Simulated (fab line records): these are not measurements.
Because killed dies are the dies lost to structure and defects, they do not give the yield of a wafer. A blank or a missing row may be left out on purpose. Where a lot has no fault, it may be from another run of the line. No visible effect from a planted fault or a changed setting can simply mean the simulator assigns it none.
fab line records | flow nand-harc
record lots=12 wafers=36 last-day=33
route steps=1302 shown A_CONTACT@1004 END@1302
lots untouched by any fault: they come from a run of this same line in which no faults occurred
start-h: hours from the record's opening day to when the first of the lot's shown wafers began | wait-h: how many hours have passed since the lot's step before this one | " the same as in the row above | L1.1+2: one row covering several wafers at once | - no value present, or no start provided | * or withheld: withheld | < > ~ a bound
route shown NAME@n: names a module that has steps shown in the file, with the first one's number in the route | usual: average and standard deviation across the fault-free wafers | same: alike in all rows | chamber/n: place in a boat | sites: per-site readings | _std_site: the standard deviation of these | _edge_site: inner sites' mean taken away from outer sites' mean | radius-mm: for every site, how far away it sits from the centre of the wafer | mask NAME#n: copy n | behind: tool/chamber where the wafer was last shaped | hold: what put the lot on hold/how long, in hours/how the hold closed | device: the n, p or np transistor that did not switch | end of line: at the end of the route, the tests of the same wafers | a step without rows: its recipe alone | killed: not the wafer's yield, but the dies lost to structure and defects at the first sort | map: shows each die of a wafer: x if killed, . if not, _ if none is there
set.NAME: the setting that was run; set.NAME@STEP: the one run at that earlier step | model.NAME: the simulator's own value behind a step, which no gauge read
steps of the route over a sample of lots; a table a step, a row a wafer
services: the hour from which a tool's chamber was out of use, counted from the record's first day as start-h (under 0 if before that day), plus the number of hours and why
## steps
# step NHARC_A_CONTACT_ETCH_51
# recipe target-depth-a=70000 over-etch-frac=0.3 time-s=1820 ion-energy-ev=150 o2-flow-sccm=400 cos-flow-sccm=20 ar-flow-sccm=0 rf-w=500 bias-w=300 chemistry=O2/COS
# usual bias-w=300.0/0.76 chamber-pressure-mTorr=20.004/0.018 drypump-motor-current-A=5.7/0.44 oes-product-au=1.000/0.012 rf-vpp-V=313.4/2.2 showerhead-plenum-p-Torr=3.07/0.14 throttle-valve-pct=28.330/0.0092
# columns lot.wafer tool chamber start-h wait-h bias-w chamber-pressure-mTorr drypump-motor-current-A oes-product-au rf-hours-counter-h rf-vpp-V showerhead-plenum-p-Torr throttle-valve-pct
L120.4 rie-diel-02 2 - - 299.8 19.973 6.3 0.994 23 312.7 3.07 28.318
L120.1 " 0 " " 300.3 20.012 5.1 1.006 27 314.7 3.14 28.330
L120.3 " 1 " " 301.4 19.972 6.3 0.988 24 313.5 3.18 28.336
L123.1 rie-diel-09 0 - - 299.1 20.018 5.3 0.982 1 311.2 2.92 28.322
L123.2 " 1 " " 301.3 20.001 5.4 1.028 1 317.2 3.17 28.314
L123.3 " 2 " " 300.5 19.998 5.2 0.994 1 310.2 2.91 28.320
L122.2 rie-diel-09 0 - - 299.6 19.975 5.3 1.005 2 312.5 2.91 28.327
L122.4 " 2 " " 299.8 19.982 5.2 1.011 1 311.2 2.91 28.340
L122.5 " 1 " " 299.0 19.999 5.4 1.010 - 316.6 3.17 28.329
L126.1 rie-diel-11 0 - - 300.6 20.021 6.5 0.975 40 312.0 3.00 28.319
L126.4 " 1 " " 300.4 20.005 5.7 0.988 43 313.5 3.12 28.334
L126.5 " 0 " " 298.6 19.987 6.5 0.983 - 312.8 3.00 28.318
L131.1 rie-diel-09 1 - - 300.7 20.035 5.4 1.022 17 315.2 3.16 28.323
L131.5 " 3 " " 299.1 20.028 6.0 0.992 - 316.2 3.30 28.328
L131.6 " 0 " " 300.4 20.002 5.3 0.991 - 311.6 2.91 28.323
L132.4 rie-diel-09 0 - - 299.3 19.992 5.3 0.996 19 312.2 2.91 28.327
L132.1 " 2 " " 299.2 19.990 5.2 0.994 14 310.6 2.90 28.341
L132.5 " 3 " " 300.2 19.982 6.0 0.992 - 316.0 3.29 28.322
L133.3 rie-diel-09 2 - - 299.6 19.982 5.1 0.981 15 311.1 2.90 28.343
L133.2 " 0 " " 297.9 19.986 5.3 0.986 20 311.6 2.91 28.339
L133.5 " 3 " " 299.5 19.986 6.0 0.997 - 317.3 3.29 28.330
L139.4 rie-diel-09 0 - - 298.9 19.997 5.3 0.992 2 311.6 2.90 28.329
L139.2 " 1 " " 300.1 20.025 5.4 1.007 1 314.2 3.15 28.316
L139.6 " 1 " " 299.4 19.988 5.4 1.016 - 314.4 3.15 28.339
L140.3 rie-diel-09 0 - - 300.9 20.006 5.3 0.987 3 310.1 2.90 28.337
L140.4 " 1 " " 300.2 20.000 5.4 1.009 3 314.2 3.15 28.325
L140.5 " 3 " " 299.0 20.012 6.0 1.008 - 316.4 3.29 28.341
L141.4 rie-diel-02 0 - - 300.3 20.005 5.1 1.017 45 313.4 3.10 28.329
L141.2 " 1 " " 300.3 20.000 6.3 1.000 37 313.2 3.14 28.322
L141.6 " 0 " " 300.5 20.023 5.1 1.016 - 313.4 3.10 28.327
L142.1 rie-diel-09 1 - - 300.5 20.020 5.4 1.014 8 315.0 3.15 28.328
L142.3 " 3 " " 300.6 20.006 6.0 1.013 8 315.3 3.28 28.316
L142.6 " 1 " " 301.9 20.008 5.4 1.012 - 314.4 3.15 28.330
L143.1 rie-diel-11 1 - - 299.9 19.985 5.7 0.998 41 314.9 3.09 28.352
L143.4 " 2 " " 300.2 20.032 5.6 0.998 43 313.8 3.12 28.330
L143.5 " 3 " " 300.4 19.998 6.1 1.011 - 318.0 3.36 28.343
# step NHARC_A_CONTACT_ETCH_112
# recipe source-w=withheld pressure-mtorr=20 bias-v=3000 time-s=190 target-depth-a=18500 ar-flow-sccm=withheld c4f8-flow-sccm=withheld o2-flow-sccm=withheld chemistry=C4F8/O2/Ar
# usual chamber-pressure-mTorr=20.001/0.016 oes-air-line-au=1.001/0.02
# columns lot.wafer tool chamber start-h wait-h chamber-pressure-mTorr oes-air-line-au rf-hours-counter-h
L120.1 har-cap-etch-01 0 482.54 0.2 19.994 1.003 127
L120.3 " 0 " " 20.012 0.996 -
L120.4 " 1 " " 20.007 0.993 -
L123.1 har-cap-etch-01 0 515.13 0.2 20.023 0.992 0
L123.2 " 1 " " 19.973 1.012 0
L123.3 " 1 " " 20.013 1.041 -
L122.2 har-cap-etch-03 1 518.35 0.2 20.013 1.037 47
L122.4 " 0 " " 19.997 0.973 -
L122.5 " 1 " " 19.997 1.013 -
L126.1 har-cap-etch-01 1 555.98 0.2 20.003 1.000 9
L126.4 " 0 " " 20.025 1.024 -
L126.5 " 0 " " 19.996 0.962 -
L131.1 har-cap-etch-01 1 592.62 0.2 19.980 1.014 18
L131.6 " 0 " " 20.003 1.007 -
L131.5 " 1 " " 19.979 0.986 -
L132.1 har-cap-etch-02 1 615.96 0.2 20.022 1.020 102
L132.4 " 0 " " 20.010 0.984 -
L132.5 " 0 " " 19.973 1.001 -
L133.2 har-cap-etch-01 1 627.29 0.2 19.999 1.013 21
L133.3 " 1 " " 20.004 1.018 -
L133.5 " 0 " " 20.007 1.013 -
L139.2 har-cap-etch-02 1 697.79 0.2 20.019 1.034 115
L139.4 " 1 " " 20.024 1.043 -
L139.6 " 0 " " 20.010 0.994 -
L140.3 har-cap-etch-01 1 701.68 0.2 19.995 1.017 -
L140.4 " 0 " " 20.004 0.982 -
L140.5 " 0 " " 19.991 1.006 -
L141.2 har-cap-etch-01 0 709.03 0.2 20.000 1.015 34
L141.4 " 1 " " 20.005 0.982 -
L141.6 " 0 " " 20.029 0.969 -
L142.1 har-cap-etch-03 1 726.81 0.2 19.991 0.982 84
L142.3 " 0 " " 20.023 0.979 -
L142.6 " 0 " " 19.980 0.988 -
L143.1 har-cap-etch-01 0 730.46 0.2 19.996 0.988 39
L143.4 " 1 " " 20.025 1.008 -
L143.5 " 1 " " 19.988 0.985 -
# step NHARC_A_CONTACT_ETCH_119
# recipe source-w=withheld pressure-mtorr=20 bias-v=3000 time-s=190 target-depth-a=18500 ar-flow-sccm=withheld c4f8-flow-sccm=withheld o2-flow-sccm=withheld chemistry=C4F8/O2/Ar
# usual chamber-pressure-mTorr=20.001/0.018 oes-air-line-au=1.000/0.019
# columns lot.wafer tool chamber start-h wait-h chamber-pressure-mTorr oes-air-line-au rf-hours-counter-h
L120.1 har-cap-etch-01 0 483.73 0.1 19.992 0.984 128
L120.3 " 0 " " 20.034 0.982 -
L120.4 " 1 " " 20.015 0.982 -
L123.1 har-cap-etch-01 0 516.32 0.1 20.006 0.989 1
L123.2 " 1 " " 19.994 0.997 1
L123.3 " 1 " " 19.971 1.009 -
L122.2 har-cap-etch-03 1 519.54 0.1 20.004 0.968 48
L122.4 " 0 " " 20.006 1.021 -
L122.5 " 1 " " 19.988 0.988 -
L126.1 har-cap-etch-01 1 557.17 0.1 20.021 1.015 10
L126.4 " 0 " " 20.034 1.013 -
L126.5 " 0 " " 19.995 1.001 -
L131.1 har-cap-etch-01 1 593.82 0.1 - - -
L131.6 " 0 " " - - -
L131.5 " 1 " " - - -
L132.1 har-cap-etch-02 1 617.55 0.2 - - -
L132.4 " 0 " " - - -
L132.5 " 0 " " - - -
L133.2 har-cap-etch-01 1 628.50 0.1 - - -
L133.3 " 1 " " - - -
L133.5 " 0 " " - - -
L139.2 har-cap-etch-02 1 698.98 0.1 19.962 0.957 116
L139.4 " 1 " " 20.007 0.981 -
L139.6 " 0 " " 20.009 1.020 -
L140.3 har-cap-etch-01 1 702.88 0.1 19.978 1.046 -
L140.4 " 0 " " 20.026 1.005 -
L140.5 " 0 " " 20.011 1.003 -
L141.2 har-cap-etch-01 0 710.22 0.1 19.991 1.007 35
L141.4 " 1 " " 20.023 1.018 -
L141.6 " 0 " " 20.001 1.006 -
L142.1 har-cap-etch-03 1 728.00 0.1 20.009 0.985 85
L142.3 " 0 " " 19.990 0.994 -
L142.6 " 0 " " 19.977 0.986 -
L143.1 har-cap-etch-01 0 732.06 0.2 19.991 0.965 40
L143.4 " 1 " " 19.977 0.975 -
L143.5 " 1 " " 19.992 0.991 -
# step NHARC_A_CONTACT_ETCH_120
# recipe source-w=withheld pressure-mtorr=20 bias-v=3000 time-s=190 target-depth-a=18500 ar-flow-sccm=withheld c4f8-flow-sccm=withheld o2-flow-sccm=withheld chemistry=C4F8/O2/Ar
# usual chamber-pressure-mTorr=20.000/0.018 oes-air-line-au=1.001/0.019
# columns lot.wafer tool chamber start-h wait-h chamber-pressure-mTorr oes-air-line-au rf-hours-counter-h
L120.1 har-cap-etch-01 0 483.91 0.1 20.016 0.978 128
L120.3 " 0 " " 20.012 0.977 -
L120.4 " 1 " " 20.015 0.986 -
L123.1 har-cap-etch-01 0 516.50 0.1 20.005 0.976 1
L123.2 " 1 " " 20.026 1.022 1
L123.3 " 1 " " 20.002 1.007 -
L122.2 har-cap-etch-03 1 519.72 0.1 19.992 1.022 49
L122.4 " 0 " " 20.004 1.009 -
L122.5 " 1 " " 20.004 1.008 -
L126.1 har-cap-etch-01 1 557.35 0.1 19.996 0.990 10
L126.4 " 0 " " 19.998 0.971 -
L126.5 " 0 " " 19.982 0.985 -
L131.1 har-cap-etch-01 1 593.99 0.1 20.005 1.032 19
L131.6 " 0 " " 20.003 1.012 -
L131.5 " 1 " " 20.013 0.999 -
L132.1 har-cap-etch-02 1 617.78 0.2 19.972 0.991 103
L132.4 " 0 " " 20.028 1.014 -
L132.5 " 0 " " 19.987 1.004 -
L133.2 har-cap-etch-01 1 628.67 0.1 20.019 0.994 23
L133.3 " 1 " " 20.027 1.033 -
L133.5 " 0 " " 19.995 0.977 -
L139.2 har-cap-etch-02 1 699.15 0.1 20.014 1.022 116
L139.4 " 1 " " 19.995 0.987 -
L139.6 " 0 " " 20.036 0.986 -
L140.3 har-cap-etch-01 1 703.05 0.1 20.005 1.026 -
L140.4 " 0 " " 20.019 0.982 -
L140.5 " 0 " " 19.990 0.987 -
L141.2 har-cap-etch-01 0 710.40 0.1 20.001 1.017 35
L141.4 " 1 " " 19.971 0.980 -
L141.6 " 0 " " 19.970 0.988 -
L142.1 har-cap-etch-03 1 728.17 0.1 19.994 1.013 85
L142.3 " 0 " " 19.998 0.973 -
L142.6 " 0 " " 19.973 1.003 -
L143.1 har-cap-etch-01 0 732.29 0.2 19.998 1.028 40
L143.4 " 1 " " 19.987 0.993 -
L143.5 " 1 " " 19.986 0.970 -
# step NHARC_END_SORT_01
# recipe temp-c=25
# usual killed-at-array=54/17 killed-at-other=1.0/1.4 killed-at-periphery=3.6/2.1 killed-dies=58/17 killed-open=3.2/2 killed-short=2.5/1.5
# same gross-dies=677
# columns lot.wafer tool chamber start-h wait-h killed-at-array killed-at-other killed-at-periphery killed-dies killed-open killed-short
L131.1 prober-02 0 658.86 2.5 671 2 4 677 3 1
L131.5 prober-02 0 662.06 3.7 672 0 5 677 1 4
L131.6 prober-02 0 662.86 4.0 673 0 4 677 0 3
L132.1 prober-01 0 686.91 2.5 670 0 7 677 5 3
L132.4 prober-01 0 689.36 3.4 668 1 8 677 3 4
L132.5 prober-01 0 690.17 3.8 671 1 5 677 8 3
L133.2 prober-02 0 696.77 2.8 676 0 1 677 1 3
L133.3 prober-02 0 697.59 3.1 677 0 0 677 1 3
L133.5 prober-02 0 699.23 3.8 676 0 1 677 4 1
# killed by level:class
L131.1 A_CONTACT:area-etch=612 A_CHANNEL_HOLE_D1:chamber-film-flake=32 A_CHANNEL_HOLE_D2:chamber-film-flake=21 P_GATE:chamber-film-flake=3 A_DECK1_JOINT:chamber-film-flake=2 P_CONTACT:geometric-particle:open=1 A_CONTACT:geometric-particle:open=1 A_BONDPAD:geometric-particle:short=1
L131.5 A_CONTACT:area-etch=630 A_CHANNEL_HOLE_D1:chamber-film-flake=15 A_CHANNEL_HOLE_D2:chamber-film-flake=13 A_SLIT:chamber-film-flake=5 A_CONTACT:chamber-film-flake=4 P_GATE:chamber-film-flake=2 P_STI:geometric-particle:short=1 A_CHANNEL_FILL_D1:geometric-particle:short=1
L131.6 A_CONTACT:area-etch=616 A_CHANNEL_HOLE_D1:chamber-film-flake=29 A_CHANNEL_HOLE_D2:chamber-film-flake=17 A_SLIT:chamber-film-flake=5 P_ZERO_WELL:chamber-film-flake=3 A_CHANNEL_FILL_D1:geometric-particle:short=2 A_ONON_D2:geometric-particle:short=1 P_GATE:chamber-film-flake=1
L132.1 A_CONTACT:area-etch=643 A_SLIT:chamber-film-flake=8 A_CHANNEL_HOLE_D1:chamber-film-flake=5 P_BONDPAD:chamber-film-flake=4 A_CONTACT:chamber-film-flake=3 A_CHANNEL_HOLE_D2:geometric-particle:open=2 P_GATE:geometric-particle:short=1 A_CHANNEL_HOLE_D1:geometric-particle:open=1
L132.4 A_CONTACT:area-etch=645 A_CHANNEL_HOLE_D1:chamber-film-flake=7 P_BONDPAD:chamber-film-flake=6 A_BLC:chamber-film-flake=5 A_WL_FILL:geometric-particle:short=2 A_CHANNEL_HOLE_D1:geometric-particle:short=1 A_CHANNEL_FILL_D1:geometric-particle:open=1 A_BLC:geometric-particle:short=1
L132.5 A_CONTACT:area-etch=647 A_CHANNEL_HOLE_D1:chamber-film-flake=7 A_M0:geometric-particle:open=5 P_BONDPAD:chamber-film-flake=3 A_SLIT:chamber-film-flake=3 A_DECK1_JOINT:chamber-film-flake=2 P_CONTACT:geometric-particle:open=1 A_CHANNEL_FILL_D1:geometric-particle:open=1
L133.2 A_CONTACT:area-etch=620 A_CHANNEL_HOLE_D2:chamber-film-flake=24 A_CHANNEL_HOLE_D1:chamber-film-flake=15 A_SGD_CUT:chamber-film-flake=6 A_STAIRCASE:chamber-film-flake=3 A_CHANNEL_FILL_D2:chamber-film-flake=3 P_CONTACT:geometric-particle:short=1 A_STAIRCASE:geometric-particle:short=1
L133.3 A_CONTACT:area-etch=609 A_CHANNEL_HOLE_D2:chamber-film-flake=25 A_CHANNEL_HOLE_D1:chamber-film-flake=20 A_SGD_CUT:chamber-film-flake=7 A_CHANNEL_FILL_D2:chamber-film-flake=4 A_STAIRCASE:chamber-film-flake=2 A_SLIT:chamber-film-flake=2 A_WL_FILL:chamber-film-flake=2
L133.5 A_CONTACT:area-etch=613 A_CHANNEL_HOLE_D2:chamber-film-flake=23 A_CHANNEL_HOLE_D1:chamber-film-flake=17 A_SGD_CUT:chamber-film-flake=9 A_CHANNEL_FILL_D2:chamber-film-flake=3 A_SLIT:chamber-film-flake=3 A_CONTACT:chamber-film-flake=3 P_CONTACT:geometric-particle:open=1
## services
# columns tool chamber start-h hours kind
rie-diel-09 0 467.33 2.4 repair
rie-diel-11 0 469.56 11.5 repair
rie-diel-09 0 476.27 - clean
rie-diel-09 1 476.27 - clean
rie-diel-09 2 476.27 - clean
rie-diel-09 3 476.27 - clean
har-cap-etch-01 - 489.61 0.3 repair
har-cap-etch-01 - 497.00 17.0 pm
har-cap-etch-01 0 497.00 17.0 vent-cycle
har-cap-etch-01 1 497.00 17.0 vent-cycle
rie-diel-09 - 497.26 9.0 pm
rie-diel-02 3 511.41 3.6 repair
har-cap-etch-01 0 514.00 - clean
har-cap-etch-01 1 514.00 - clean
rie-diel-09 0 530.82 5.3 repair
har-cap-etch-01 - 541.29 0.2 repair
rie-diel-02 - 570.87 9.0 pm
rie-diel-09 2 572.13 18.2 repair
rie-diel-11 - 609.86 9.0 pm
rie-diel-11 1 658.13 4.1 repair
rie-diel-11 3 658.46 15.1 repair
rie-diel-02 1 663.23 13.8 repair
rie-diel-09 - 674.26 9.0 pm
rie-diel-02 2 725.34 8.4 repair
## key
first-sign step=NHARC_A_CONTACT_ETCH_119 reading=tool-record direction=missing
effect step=NHARC_END_SORT_01 reading=killed-dies direction=up sigmas=36 usual=58 struck=677
more-kills-born-at NHARC_A_CONTACT_ETCH_119@har-cap-etch-01=3700 NHARC_A_CONTACT_ETCH_119@har-cap-etch-02=1935
met-at NHARC_A_CONTACT_ETCH_119
struck-lots L131,L132,L133
later-rows-left-out L131.1,L131.5,L131.6,L132.1,L132.4,L132.5,L133.2,L133.3,L133.5
tester-left-out L131,L132,L133
not-acting-at NHARC_A_CONTACT_ETCH_51,NHARC_A_CONTACT_ETCH_112,NHARC_A_CONTACT_ETCH_120
onset-between 557.17 593.82
fault kind=skipped-step-whole tool=har-cap-etch-01,har-cap-etch-02 chamber=- onset-h=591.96 steps=NHARC_A_CONTACT_ETCH_119 scope=struck-lots-only
# tester-left-out: of these lots the tester's yield and bins aren't shown, on N5 and GAA mostly nor the transistor test; their killed dies are dies lost to structure and defects alone, not to doping, threshold or leakage, so they don't give the yield
# later-rows-left-out: the simulator's readings of these wafers behind a module that went badly wrong aren't trusted and aren't shown, but for the sort
